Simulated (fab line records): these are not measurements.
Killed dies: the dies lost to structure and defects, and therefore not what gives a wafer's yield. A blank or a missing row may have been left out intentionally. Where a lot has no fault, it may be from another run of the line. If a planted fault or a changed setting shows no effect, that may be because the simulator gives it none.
fab line records	flow n5Finfet
record: lots: 9	wafers: 27	lastDay: 19
route steps=1938 shown FIN_SAQP@132 FIN_CUT@169 BEOL_M4@1111
lots that met no fault: taken from a fault-free run of the same line
startH: the number of hours between the record's first day and the start of the first shown wafer of the lot	waitH: time in hours since the lot's previous step	" identical to the entry in the row above	L1.1+2: several wafers, shown together as one row	- no value, or no start given	* or withheld: withheld	< > ~ a bound
route shown NAME@n: names a module that has steps shown in the file, with the first one's number in the route	usual: mean/standard deviation taken from wafers without a fault	same: alike in all rows	chamber/n: place in a boat	sites: each site's reading	_std_site: how widely they spread, as a standard deviation	_edge_site: inner sites' mean taken away from outer sites' mean	radiusMm: how far each site lies from the wafer's centre	mask NAME#n: copy n	behind: the tool/chamber that last shaped the wafer	hold: the reason the lot was held/the length of the hold in hours/how it ended	device: the transistor (n, p or np) that didn't switch	end of line: the tests these same wafers got at the end of their route	a step without rows: its recipe alone	killed: count of dies lost to structure and defects at first sort (not the wafer's yield)	map: dies across one wafer; x = killed, . = not, _ = none there
set.NAME: the setting as run; set.NAME@STEP: as run at that earlier step	model.NAME: the simulator's own value behind a step, which no gauge read
the route's steps for a sample of lots (tables are steps, rows are wafers)
services: a tool's chamber out of use, with start hour (startH, from the record's first day; less than 0 if before it), hours out, and reason
== steps ==
step: N5_FIN_SAQP_RECESS_63
recipe: chemistry: HF/NH3	target: SiO2	targetDepthA: 180	afsCycles: 3	tempC: 30	sublimationTempC: 180	sublimationTimeS: 60
usual: drypumpMotorCurrentA: 6.0/0.53	sublimationTempC: 179.99/0.15
lot.wafer	tool	chamber	startH	waitH	drypumpMotorCurrentA	sublimationTempC
L822.2	vaporEtch-01	1	33.30	0.1	6.1	179.93
L822.4	"	0	"	"	6.1	180.13
L822.5	"	1	"	"	6.1	180.10
L825.1	vaporEtch-02	0	47.92	0.1	5.1	179.81
L825.3	"	0	"	"	5.1	179.80
L825.5	"	1	"	"	6.6	179.90
L828.2	vaporEtch-01	0	67.21	0.1	6.1	180.06
L828.3	"	1	"	"	6.1	180.15
L828.5	"	0	"	"	6.1	179.80
L831.1	vaporEtch-02	1	84.75	0.1	6.6	180.15
L831.2	"	0	"	"	5.1	179.91
L831.4	"	1	"	"	6.6	179.85
L832.2	vaporEtch-01	0	91.73	0.1	6.1	179.97
L832.4	"	0	"	"	6.1	179.76
L832.6	"	1	"	"	6.0	179.90
L833.3	vaporEtch-01	0	100.69	0.2	6.1	179.73
L833.4	"	1	"	"	6.1	179.85
L833.5	"	0	"	"	6.1	179.69
L836.3	vaporEtch-02	0	114.40	0.2	5.1	180.23
L836.5	"	0	"	"	5.1	179.82
L836.6	"	1	"	"	6.6	180.09
L843.1	vaporEtch-01	0	156.28	0.1	6.1	180.04
L843.4	"	0	"	"	6.1	179.85
L843.5	"	1	"	"	6.1	179.92
L844.1	vaporEtch-02	0	167.45	0.1	5.1	179.81
L844.3	"	0	"	"	5.1	180.02
L844.6	"	0	"	"	5.1	180.02
step: N5_FIN_SAQP_SPACER2_ALD_28
recipe: material: SiO2	targetThkA: 81	tempC: 300	aldPrecursorFamily: BDEAS	aldCoReactant: O2-plasma	pulseTimeS: 1	purgeTimeS: 2	coReactantPurgeTimeS: 2	pressureTorr: 2
usual: heaterPowerW: 475/41	precursorPulseHeightRel: 1.000/0.021	susceptorTempC: 299.98/0.21
lot.wafer	tool	chamber	startH	waitH	heaterPowerW	precursorPulseHeightRel	susceptorTempC
L822.2	aldSin-04	2	35.54	1.6	526	0.994	299.83
L822.4	"	1	"	"	442	0.998	300.02
L822.5	"	2	"	"	524	1.025	299.91
L825.1	aldSin-02	3	48.67	0.1	395	0.992	300.08
L825.3	"	2	"	"	505	1.016	300.18
L825.5	"	3	"	"	402	1.005	300.25
L828.2	aldSin-04	1	68.35	0.3	447	0.946	300.07
L828.3	"	2	"	"	540	0.979	300.20
L828.5	"	1	"	"	447	1.030	300.07
L831.1	aldSin-04	1	85.51	0.1	449	1.045	300.16
L831.2	"	0	"	"	441	1.009	299.72
L831.4	"	3	"	"	507	0.997	299.85
L832.2	aldSin-02	0	94.50	2.1	500	0.970	299.98
L832.4	"	3	"	"	398	0.987	300.01
L832.6	"	1	"	"	454	1.053	300.03
L833.3	aldSin-02	0	101.44	0.1	509	0.975	299.76
L833.4	"	3	"	"	398	1.010	300.02
L833.5	"	1	"	"	457	0.997	299.83
L836.3	aldSin-04	0	115.33	0.1	433	1.001	300.00
L836.5	"	0	"	"	432	0.971	299.98
L836.6	"	3	"	"	509	1.013	299.85
L843.1	aldSin-04	1	157.46	0.2	452	1.018	300.38
L843.4	"	0	"	"	432	0.994	300.50
L843.5	"	0	"	"	449	1.000	299.99
L844.1	aldSin-04	2	168.68	0.4	544	1.002	300.13
L844.3	"	3	"	"	519	0.977	300.21
L844.6	"	0	"	"	439	1.012	299.92
step: N5_FIN_CUT_ETCH_21
recipe: chemistry: N2/H2	target: SOC	targetDepthA: 2190	overetchA: 438	maskMaterial: SiARC	tempC: 40	ionEnergyEv: 100	biasW: 61	timeS: 523.5	pressureMtorr: 30	sourceW: 850	n2FlowSccm: 200	h2FlowSccm: 200
usual: biasW: 61.00/0.16	drypumpMotorCurrentA: 5.8/0.72	oesProductAu: 0.70/0.06	rfVppV: 240.8/1.4	showerheadPlenumPTorr: 2.55/0.098	throttleValvePct: 17.87/0.18
lot.wafer	tool	chamber	startH	waitH	biasW	drypumpMotorCurrentA	oesProductAu	rfHoursCounterH	rfVppV	showerheadPlenumPTorr	throttleValvePct
L822.2	rieDiel-01	3	37.49	0.0	61.01	4.8	0.68	181	240.5	2.53	18.02
L822.4	"	1	"	"	60.61	5.2	0.66	181	241.4	2.63	17.70
L822.5	"	3	"	"	60.80	4.8	0.68	-	241.4	2.53	18.02
L825.1	rieDiel-06	2	50.42	0.0	61.13	6.5	0.65	230	239.3	2.51	17.84
L825.3	"	0	"	"	60.79	6.4	0.81	38	242.3	2.70	17.46
L825.5	"	1	"	"	60.57	5.4	0.70	-	240.9	2.53	17.78
L828.2	rieDiel-06	1	70.09	0.0	60.92	5.4	0.69	160	241.7	2.53	17.77
L828.3	"	0	"	"	61.13	6.4	0.79	43	242.3	2.70	17.47
L828.5	"	3	"	"	60.74	5.4	0.70	-	241.2	2.54	17.90
L831.1	rieDiel-01	2	87.14	0.0	61.11	5.6	0.72	121	241.3	2.53	17.86
L831.2	"	3	"	"	61.04	4.7	0.67	197	240.2	2.52	18.06
L831.4	"	1	"	"	61.14	5.2	0.65	197	241.2	2.62	17.73
L832.2	rieDiel-06	1	96.12	0.0	60.93	5.4	0.68	165	241.1	2.52	17.79
L832.4	"	0	"	"	61.13	6.4	0.79	47	243.3	2.70	17.48
L832.6	"	0	"	"	61.06	6.4	0.79	-	244.3	2.70	17.45
L833.3	rieDiel-01	1	103.06	0.0	63.82	5.2	0.65	203	249.1	2.62	17.73
L833.4	"	2	"	"	60.92	5.5	0.73	126	240.4	2.53	17.87
L833.5	"	2	"	"	60.71	5.5	0.73	-	240.5	2.53	17.87
L836.3	rieDiel-01	1	117.29	0.0	63.99	5.2	0.64	207	247.3	2.62	17.72
L836.5	"	0	"	"	60.98	5.0	0.72	-	241.5	2.65	18.03
L836.6	"	1	"	"	63.74	5.2	0.65	-	248.0	2.62	17.72
L843.1	rieDiel-06	0	159.67	0.0	61.37	6.4	0.77	70	243.4	2.69	17.51
L843.4	"	1	"	"	60.96	5.4	0.67	185	241.3	2.52	17.84
L843.5	"	3	"	"	60.93	5.5	0.68	-	239.3	2.53	17.95
L844.1	rieDiel-05	1	170.43	0.0	61.15	6.7	0.69	156	240.7	2.43	17.95
L844.3	"	3	"	"	61.04	5.0	0.85	15	243.4	2.72	17.78
L844.6	"	1	"	"	60.95	6.7	0.69	-	238.0	2.43	17.94
step: N5_FIN_CUT_PRECLEAN_35
recipe: timeS: 13.3	tempC: 45	pressureTorr: 125	pHfTorr: 3	pCoreactantTorr: 25	chemistry: vHF
usual: drypumpMotorCurrentA: 5.9/0.6
lot.wafer	tool	chamber	startH	waitH	drypumpMotorCurrentA
L822.2	vaporEtch-01	0	37.95	0.0	6.1
L822.4	"	1	"	"	6.0
L822.5	"	0	"	"	6.1
L825.1	vaporEtch-02	0	50.88	0.0	5.1
L825.3	"	1	"	"	6.6
L825.5	"	0	"	"	5.1
L828.2	vaporEtch-02	1	70.64	0.1	6.6
L828.3	"	0	"	"	5.1
L828.5	"	1	"	"	6.6
L831.1	vaporEtch-02	0	87.60	0.0	5.1
L831.2	"	1	"	"	6.6
L831.4	"	1	"	"	6.6
L832.2	vaporEtch-02	0	96.67	0.1	5.1
L832.4	"	0	"	"	5.1
L832.6	"	0	"	"	5.1
L833.3	vaporEtch-01	0	103.54	0.1	6.1
L833.4	"	1	"	"	6.1
L833.5	"	0	"	"	6.1
L836.3	vaporEtch-02	0	117.76	0.1	5.1
L836.5	"	1	"	"	6.6
L836.6	"	0	"	"	5.1
L843.1	vaporEtch-01	0	160.13	0.0	6.1
L843.4	"	1	"	"	6.1
L843.5	"	1	"	"	6.0
L844.1	vaporEtch-02	0	170.89	0.0	5.1
L844.3	"	1	"	"	6.6
L844.6	"	0	"	"	5.1
step: N5_BEOL_M4_RC_MEAS_101
usual: DIBL_N: 36.3/1.9	DIBL_P: 36.0/2.1	IOFF_N: 0.16/0.031	IOFF_P: 0.21/0.035	ION_N: 675/14	ION_P: 464/8.5	SS_N: 71.5/0.6	SS_P: 73.3/0.72	VT_N: 250/3.2	VT_P: -250/3.1
lot.wafer	tool	chamber	startH	waitH	DIBL_N[mV/V]	DIBL_P[mV/V]	IOFF_N[nA/um]	IOFF_P[nA/um]	ION_N[uA/um]	ION_P[uA/um]	SS_N[mV/dec]	SS_P[mV/dec]	VT_N[mV]	VT_P[mV]
L822.2	prober-02	0	173.52	0.2	33.9	34.2	0.12	0.18	658	458	71.0	72.4	252	-251
L822.4	"	0	"	"	36.2	36.9	0.16	0.23	668	462	71.5	73.3	250	-248
L822.5	"	0	"	"	35.7	35.3	0.14	0.21	656	454	70.8	72.4	252	-249
L825.1	prober-02	0	186.04	0.0	36.8	36.4	0.15	0.20	654	452	72.1	73.0	254	-254
L825.3	"	0	"	"	35.1	34.4	0.13	0.18	664	455	70.7	72.6	253	-253
L825.5	"	0	"	"	34.9	34.6	0.13	0.18	668	459	71.4	73.1	253	-253
L828.2	prober-02	0	207.27	0.2	39.5	38.3	0.19	0.27	675	465	72.0	73.3	249	-247
L828.3	"	0	"	"	39.9	38.0	0.22	0.27	672	460	72.6	73.2	247	-244
L828.5	"	0	"	"	36.4	35.1	0.16	0.22	677	470	70.3	72.6	251	-247
L831.1	prober-01	0	214.27	0.0	35.1	35.4	0.14	0.20	681	474	71.3	72.9	250	-250
L831.2	"	0	"	"	34.2	34.7	0.13	0.19	668	459	71.3	73.1	254	-251
L831.4	"	0	"	"	34.3	32.9	0.11	0.15	656	449	71.3	72.6	259	-254
L832.2	prober-01	0	295.61	0.2	38.0	36.9	0.18	0.25	688	464	71.5	73.6	248	-250
L832.4	"	0	"	"	39.8	38.6	0.22	0.28	686	470	72.1	74.4	247	-246
L832.6	"	0	"	"	36.5	34.7	0.15	0.21	667	458	71.7	72.7	251	-250
L836.3	prober-01	0	302.67	0.3	33.1	32.6	0.11	0.14	665	450	69.9	72.3	255	-255
L836.5	"	0	"	"	37.4	37.9	0.17	0.21	680	470	71.8	73.6	253	-252
L836.6	"	0	"	"	33.9	34.1	0.12	0.15	664	453	70.9	72.7	254	-255
L843.1	prober-02	0	324.58	0.0	35.8	36.4	0.15	0.23	676	469	72.4	73.1	251	-249
L843.4	"	0	"	"	34.3	34.6	0.13	0.19	673	465	71.7	72.1	253	-250
L843.5	"	0	"	"	36.3	36.0	0.15	0.21	676	465	72.0	72.5	251	-249
L833.3	prober-01	0	326.96	0.3	36.0	36.1	0.17	0.25	686	473	71.2	72.8	246	-243
L833.4	"	0	"	"	35.6	35.3	0.16	0.23	681	468	71.7	72.9	247	-249
L833.5	"	0	"	"	36.2	35.1	0.17	0.22	678	467	71.7	73.2	247	-248
L844.1	prober-01	0	340.67	0.0	36.2	36.7	0.15	0.21	668	460	71.1	73.1	250	-249
L844.3	"	0	"	"	36.5	36.7	0.15	0.21	668	458	70.7	73.2	251	-248
L844.6	"	0	"	"	36.9	37.3	0.16	0.21	665	457	71.4	74.1	251	-250
== services ==
tool	chamber	startH	hours	kind
aldSin-04	3	21.68	7.6	repair
aldSin-02	-	26.36	14.6	pm
vaporEtch-01	-	45.21	0.3	repair
rieDiel-05	-	61.74	0.4	repair
rieDiel-06	-	78.44	14.6	pm
rieDiel-05	3	93.56	-	clean
rieDiel-05	3	93.56	-	consumableReplace:focusRing
rieDiel-05	3	93.56	-	consumableReplace:showerhead
rieDiel-05	3	93.56	27.5	scheduledDown
rieDiel-05	3	93.56	27.5	ventCycle
vaporEtch-02	1	95.42	14.7	repair
rieDiel-06	2	128.02	-	clean
rieDiel-06	2	128.02	-	consumableReplace:focusRing
rieDiel-06	2	128.02	22.3	scheduledDown
rieDiel-06	2	128.02	22.3	ventCycle
aldSin-02	1	160.35	15.6	repair
rieDiel-05	2	167.42	14.2	repair
rieDiel-06	-	168.33	28.1	pm
== key ==
firstSign: step: N5_FIN_CUT_ETCH_21	reading: biasW	direction: up	sigmas: 18	usual: *	struck: *
effect: step: N5_FIN_CUT_ETCH_21	reading: rfVppV	direction: up	sigmas: 5.1	usual: 240.8	struck: 248.1
metAt N5_FIN_CUT_ETCH_21
struckLots L833,L836
struckWafers L833.3,L836.3,L836.6
notActingAt N5_FIN_SAQP_RECESS_63,N5_FIN_SAQP_SPACER2_ALD_28,N5_FIN_CUT_PRECLEAN_35
onsetBetween 87.14 103.06
fault: kind: processParameterDrift	tool: rieDiel-01	chamber: 1	onsetH: 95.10	steps: N5_FIN_CUT_ETCH_21	channel: biasW	offset: *	shape: step	endH: 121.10	actsIn: *	stated: *
